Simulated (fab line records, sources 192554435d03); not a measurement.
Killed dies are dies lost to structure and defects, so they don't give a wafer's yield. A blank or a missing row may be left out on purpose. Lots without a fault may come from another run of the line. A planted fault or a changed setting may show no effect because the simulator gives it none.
Which tool did it? | flow n5_finfet | 10 lots, 30 wafers sampled, at 6 steps of a route of 1938

WHAT THE GAUGES READ, wafer by wafer
N5_BEOL_M4_RC_MEAS_101.
lot  | measured     | on        | DIBL_N (mV/V)
L571 | day 8 09:57  | prober-01 | 31.8 34.7 31.2
L570 | day 8 19:02  | prober-02 | 36.0 35.5 38.2
L573 | day 9 04:28  | prober-01 | 33.5 33.3 34.0
L575 | day 9 19:20  | prober-02 | 33.6 31.6 31.3
L578 | day 10 14:44 | prober-01 | 35.6 33.0 37.3
L579 | day 11 08:31 | prober-02 | 35.2 36.0 34.7
L580 | day 11 06:17 | prober-01 | 32.3 35.7 34.8
L591 | day 14 19:01 | prober-02 | 38.4 33.5 35.1
L592 | day 15 03:55 | prober-01 | 37.5 35.5 36.4
L593 | day 15 04:52 | prober-01 | 35.0 34.8 35.2

WHICH TOOL RAN EACH LOT (tool, then ch and the chambers of the sampled wafers, then the start)
lot  | N5_BEOL_M3_PECVD_72            | N5_BEOL_M3_SPUTTER_90        | N5_BEOL_M3_SPUTTER_96        | N5_BEOL_M3_CMP_52             | N5_BEOL_M3_PRE_CLEAN_60
L571 | pecvd-03 ch 0,2, day 7 14:13   | pvd_sputter-02, day 7 19:27  | pvd_sputter-02, day 7 20:07  | cmp-03 ch 0,1,3, day 7 22:04  | cvd_co-01 ch 1,2, day 7 22:26
L570 | pecvd-02 ch 0,1, day 7 14:20   | pvd_sputter-02, day 8 01:01  | pvd_sputter-02, day 8 01:40  | cmp-02 ch 1,3, day 8 02:10    | cvd_co-01 ch 0,2, day 8 02:30
L573 | pecvd-02 ch 1,2, day 8 03:57   | pvd_sputter-02, day 8 13:34  | pvd_sputter-02, day 8 14:14  | cmp-02 ch 0,2,3, day 8 19:31  | cvd_co-02 ch 0,1,2, day 8 19:44
L575 | pecvd-03 ch 0,1,2, day 8 21:22 | pvd_sputter-02, day 9 04:31  | pvd_sputter-02, day 9 05:10  | cmp-03 ch 1,2,3, day 9 07:53  | cvd_co-02 ch 0,1,2, day 9 08:11
L578 | pecvd-03 ch 0,1,2, day 9 04:04 | pvd_sputter-03, day 9 14:32  | pvd_sputter-03, day 9 15:11  | cmp-01 ch 0,1,3, day 9 15:53  | cvd_co-01 ch 0,1,2, day 9 16:07
L579 | pecvd-03 ch 0, day 9 15:29     | pvd_sputter-03, day 10 11:40 | pvd_sputter-03, day 10 12:20 | cmp-02 ch 1,2, day 10 13:55   | cvd_co-01 ch 0,1, day 10 14:16
L580 | pecvd-03 ch 0,1, day 9 16:03   | pvd_sputter-03, day 10 00:35 | pvd_sputter-03, day 10 08:52 | cmp-03 ch 2,3, day 10 09:25   | cvd_co-01 ch 1,2, day 10 09:45
L591 | pecvd-03 ch 0,2, day 13 09:58  | pvd_sputter-03, day 13 16:08 | pvd_sputter-03, day 13 16:47 | cmp-01 ch 0,1,2, day 13 17:17 | cvd_co-01 ch 0,1,2, day 13 17:38
L592 | pecvd-01 ch 0,2, day 13 22:58  | pvd_sputter-03, day 14 05:35 | pvd_sputter-03, day 14 06:14 | cmp-02 ch 1,2, day 14 06:44   | cvd_co-02 ch 0,1, day 14 07:04
L593 | pecvd-02 ch 1,2, day 14 03:11  | pvd_sputter-03, day 14 13:07 | pvd_sputter-03, day 14 13:47 | cmp-03 ch 0,1, day 14 14:17   | cvd_co-02 ch 0,1, day 14 14:37
- N5_BEOL_M3_PECVD_72: deposits SiO2 from TEOS/O2, target thk 16 nm, time 18 s.
- N5_BEOL_M3_SPUTTER_90: material Cu, target thk 4.5 nm, time 8.29 s.
- N5_BEOL_M3_SPUTTER_96: material Cu, target thk 4.5 nm, time 8.29 s.
- N5_BEOL_M3_CMP_52: polishes, stops on SiOC, t overpolish 6.8 s, target thk 40 nm.
- N5_BEOL_M3_PRE_CLEAN_60: time 15 s.

THE ANSWER, worked out from the rows above alone
Rule: what is usual is taken from the lots themselves. Put in order of their means at a reading, lots are off if they are a third of the lots or fewer, leave a main group of 4 or more, and stand apart from it by a gap of 3 or more times the standard deviation of the main group's means; of several such gaps the widest counts. A main group whose means are all the same, to the digits that the tables above print for the reading, isn't used. A lot without any number at a reading at which 4 lots or more have one is off too. The other lots that the step has rows for count as sound.
No lot is off at any reading shown: from this, nothing can be told.

WHAT THE SIMULATOR HAD PUT IN
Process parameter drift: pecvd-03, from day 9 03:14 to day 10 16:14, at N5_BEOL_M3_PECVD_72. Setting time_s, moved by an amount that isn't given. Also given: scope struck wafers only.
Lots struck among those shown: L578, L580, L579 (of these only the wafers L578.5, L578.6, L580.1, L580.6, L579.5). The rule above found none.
